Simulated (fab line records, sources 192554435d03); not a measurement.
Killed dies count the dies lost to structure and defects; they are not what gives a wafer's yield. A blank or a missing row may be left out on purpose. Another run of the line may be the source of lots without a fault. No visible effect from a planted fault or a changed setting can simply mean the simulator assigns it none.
Chamber matching ; flow n5Finfet ; N5_MOL_CONTACT_COAG_ETCH_89 on rieDiel-04 has 4 sister chambers
The step etches underlayer in N2/H2, target depth 13 nm, time 10.4 s. 4 wafers are shown with their chamber, then 7 later ones without.

## WAFERS, EACH WITH ITS CHAMBER
wafer;chamber;drypumpMotorCurrentA (A)
L556.6;3;6.2
L559.6;0;4.9
L566.2;1;6.0
L566.3;2;5.0

## WAFERS WITH NO CHAMBER GIVEN
wafer;drypumpMotorCurrentA (A)
L566.6;5.1
L572.3;6.1
L572.4;5.0
L572.6;6.2
L573.2;6.2
L573.3;5.0
L573.6;6.2

## WHICH CHAMBER EACH WENT THROUGH
wafer;from the rows above;in truth
L566.6;can't be placed: 2 or 0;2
L572.3;can't be placed: 1 or 3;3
L572.4;can't be placed: 2 or 0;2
L572.6;3;3
L573.2;3;3
L573.3;can't be placed: 2 or 0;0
L573.6;3;3
Correct placement for 3 of the 7. These rows do not allow placing 4 (true chamber among the candidates in 4). Number placed wrongly: 0.
How it was worked out, from the rows above alone: a wafer's distance from a chamber is the root of the sum, over the readings, of the square of ((its reading less the chamber's mean) divided by the reading's scatter). The wafer belongs to the nearest chamber; if the next one is less than 2 further off, it can't be placed. The mean given for a chamber averages the wafers shown for that chamber. The scatter (one wafer shown for each chamber): square how far every hidden wafer sits from the nearest shown wafer, average those squares and take the square root.
